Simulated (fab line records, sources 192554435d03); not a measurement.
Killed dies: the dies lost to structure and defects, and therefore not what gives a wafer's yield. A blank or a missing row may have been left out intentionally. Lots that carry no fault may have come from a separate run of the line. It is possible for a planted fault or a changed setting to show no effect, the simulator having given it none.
One fault through the eyes of 2 desks    flow n5 finfet    numbers are kept per desk, each desk with only its own; the story behind them comes last

THE METROLOGY DESK
Lot by lot, what the gauges showed, no matter which tool ran the lot: averages of those sampled wafers that carry a number. A lot is out of limits, marked OUT, if its mean lies more than 4 standard deviations from the usual mean; the brackets give that distance.
Columns: A = M12_RS at N5_BEOL_M12_RS_MEAS_54, usual 0.0604 ohm/sq; B = cd nm at N5_BEOL_M13_CD_MEAS_10, usual 189.9 nm; C = cd nm at N5_BEOL_M13_CD_MEAS_17, usual 190.5 nm
lot   first seen here  A       B      C
L258  day 11 13:41     0.0592  188.1  188.0
L262  day 11 23:17     0.0597  189.7  190.8
L266  day 13 13:14     0.0597  194.7  195.8
L267  day 13 23:35     0.0611  194.4  194.9
L269  day 14 00:59     0.0603  193.7  194.4
L271  day 14 12:16     0.0608  189.9  190.5
L270  day 14 13:58     0.0606  191.8  192.6
L272  day 15 05:11     0.0603  191.3  191.9
L274  day 15 12:59     0.0600  191.2  191.5
L277  day 16 02:01     0.0612  190.9  191.7
This desk found nothing out of limits on any of the 10 lots.

AT THE TOOL OWNER'S DESK: krf scanner-02
The tool's own readings at N5_BEOL_M13_EXPOSE_07 (exposes mask V12): means of the sampled wafers that have a number, for each lot that ran on this tool. A lot is out of limits, marked OUT, if its mean lies more than 4 standard deviations from the usual mean; the brackets give that distance.
Columns: A = exposure dose mJ cm2 at N5_BEOL_M13_EXPOSE_07, usual 24.783
lot   first seen here  A
L258  day 11 14:02     24.779
L262  day 11 23:38     24.789
L266  day 13 13:35     26.253 (+61) OUT
L267  day 13 23:56     25.978 (+50) OUT
L269  day 14 01:19     25.718 (+39) OUT
This desk's finding: out of limits on L266, L267, L269; first on L266, day 13 13:35 (exposure dose mJ cm2 at N5_BEOL_M13_EXPOSE_07). In limits: L258, L262.

ALL TOGETHER
On L266, L267, L269, at day 13 13:35, an alarm was possible from the tool owner's desk.
At the metrology desk, nothing out of limits was observed.
The metrology desk has L266, L267, L269 on record, within its limits.
Every lot named ran N5_BEOL_M13_EXPOSE_07 on krf scanner-02.

WHAT THE SIMULATOR HAD INSERTED
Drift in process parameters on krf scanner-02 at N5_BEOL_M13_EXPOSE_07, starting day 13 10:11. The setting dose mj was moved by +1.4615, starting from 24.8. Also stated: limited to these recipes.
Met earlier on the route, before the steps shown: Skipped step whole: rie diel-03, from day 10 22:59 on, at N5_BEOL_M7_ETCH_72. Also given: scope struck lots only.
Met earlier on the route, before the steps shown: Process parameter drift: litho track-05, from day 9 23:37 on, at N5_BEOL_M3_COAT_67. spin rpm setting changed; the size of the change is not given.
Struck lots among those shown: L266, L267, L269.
Hours from the fault's start to each desk's first reading out of limits: the tool owner's desk, 3.
